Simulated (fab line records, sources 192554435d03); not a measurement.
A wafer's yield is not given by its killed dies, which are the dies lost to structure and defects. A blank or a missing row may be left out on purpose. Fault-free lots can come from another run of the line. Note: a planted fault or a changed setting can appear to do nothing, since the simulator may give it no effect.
Chamber matching	flow n5_finfet	N5_BEOL_M15_STRIP_36 on rie_diel-04 has 4 sister chambers
The step strips in O2. 18 wafers are shown with their chamber, then 9 later ones without.

## WAFERS PAIRED WITH THEIR CHAMBERS
wafer	chamber	drypump_motor_current_A (A)	showerhead_plenum_p_Torr (Torr)	throttle_valve_pct (%)
L075.1	2	4.9	2.14	16.76
L075.3	1	6.2	2.26	16.67
L075.5	3	5.0	2.09	16.05
L076.1	1	6.2	2.26	16.65
L076.2	0	5.3	2.25	16.36
L076.6	2	4.9	2.14	16.80
L078.1	2	4.9	2.14	16.80
L078.2	3	5.0	2.09	16.04
L078.6	0	5.2	2.25	16.34
L079.3	3	5.0	2.09	16.09
L079.4	0	5.3	2.25	16.37
L079.6	1	6.2	2.26	16.67
L089.3	2	4.9	2.13	16.80
L089.4	0	5.3	2.24	16.40
L089.6	1	6.1	2.25	16.69
L087.1	0	5.3	2.24	16.40
L087.3	3	5.0	2.08	16.09
L087.5	0	5.3	2.24	16.41

SIGNATURES (averages over the wafers above)
reading	chamber 0	chamber 1	chamber 2	chamber 3	scatter within a chamber
drypump_motor_current_A	5.283	6.175	4.900	5.000	0.0336
showerhead_plenum_p_Torr	2.2450	2.2575	2.1375	2.0875	0.00518
throttle_valve_pct	16.3800	16.6700	16.7900	16.0675	0.0237
Rule: a wafer's distance from a chamber is the root of the sum, over the readings, of the square of ((its reading less the chamber's mean) divided by the reading's scatter). The wafer belongs to the nearest chamber; if the next one is less than 2 further off, it can't be placed. The scatter is the square root of a quotient: the sum, over the shown wafers, of each reading's squared deviation from its chamber's mean, divided by wafers minus chambers.

## WAFERS WITH NO CHAMBER GIVEN
wafer	drypump_motor_current_A (A)	showerhead_plenum_p_Torr (Torr)	throttle_valve_pct (%)
L093.1	6.2	2.25	16.72
L093.4	5.3	2.24	16.41
L093.5	5.2	2.24	16.37
L095.1	6.2	2.25	16.72
L095.3	4.9	2.12	16.82
L095.4	5.0	2.08	16.12
L097.1	4.9	2.12	16.85
L097.2	6.2	2.25	16.72
L097.5	5.0	2.08	16.11

## WHICH CHAMBER EACH WENT THROUGH
wafer	from the rows above	in truth
L093.1	1	1
L093.4	0	0
L093.5	0	0
L095.1	1	1
L095.3	2	2
L095.4	3	3
L097.1	2	2
L097.2	1	1
L097.5	3	3
Placed correctly: 9 of 9. Number that these rows cannot place: 0. Placed wrongly: 0.
